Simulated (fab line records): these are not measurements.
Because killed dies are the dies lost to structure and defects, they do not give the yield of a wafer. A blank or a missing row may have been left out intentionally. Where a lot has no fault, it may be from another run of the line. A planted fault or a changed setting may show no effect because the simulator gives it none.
Chamber matching ; flow nand harc ; 4 sister chambers for NHARC_P_GATE_DESCUM_31 on rie diel-04
The step chemistry O2, time 3 s. 8 wafers are shown with their chamber, then 9 later ones without.

## EACH WAFER AND ITS CHAMBER
wafer;chamber;drypump motor current A (A);rf vpp V (V)
L084.1;2;5.9;55.8
L084.2;1;5.5;55.7
L084.5;2;5.8;56.2
L086.2;0;5.2;58.3
L086.5;1;5.5;56.6
L089.2;3;5.2;57.8
L089.5;0;5.2;57.2
L089.6;3;5.2;58.7

## WAFERS WITHOUT THEIR CHAMBER
wafer;drypump motor current A (A);rf vpp V (V)
L092.2;5.2;58.4
L092.3;5.8;57.4
L092.4;5.2;60.1
L093.1;5.8;57.2
L093.4;5.2;58.1
L093.6;5.2;60.6
L096.1;5.8;57.4
L096.2;5.2;56.4
L096.6;5.8;57.1

## EACH ONE'S CHAMBER
wafer;from the rows above;in truth
L092.2;can't be placed: 3 or 0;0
L092.3;2;2
L092.4;can't be placed: 3 or 0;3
L093.1;2;2
L093.4;can't be placed: 3 or 0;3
L093.6;can't be placed: 3 or 0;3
L096.1;2;2
L096.2;can't be placed: 0 or 3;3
L096.6;2;2
Correctly placed: 4 of 9. Cannot be placed on the basis of these rows: 5; the candidates contain the true chamber in 5. Number placed wrongly: 0.
How it was worked out, from the rows above alone: a wafer's distance from a chamber is the root of the sum, over the readings, of the square of ((its reading less the chamber's mean) divided by the reading's scatter). If the next closest chamber is less than 2 further off than the closest, the wafer can't be placed; otherwise it belongs to the closest. Each chamber's mean is taken over the wafers shown for it. How the scatter is found: for the shown wafers, subtract from each reading the mean of its chamber, square and add these, divide the total by (wafers less chambers), then take the root.
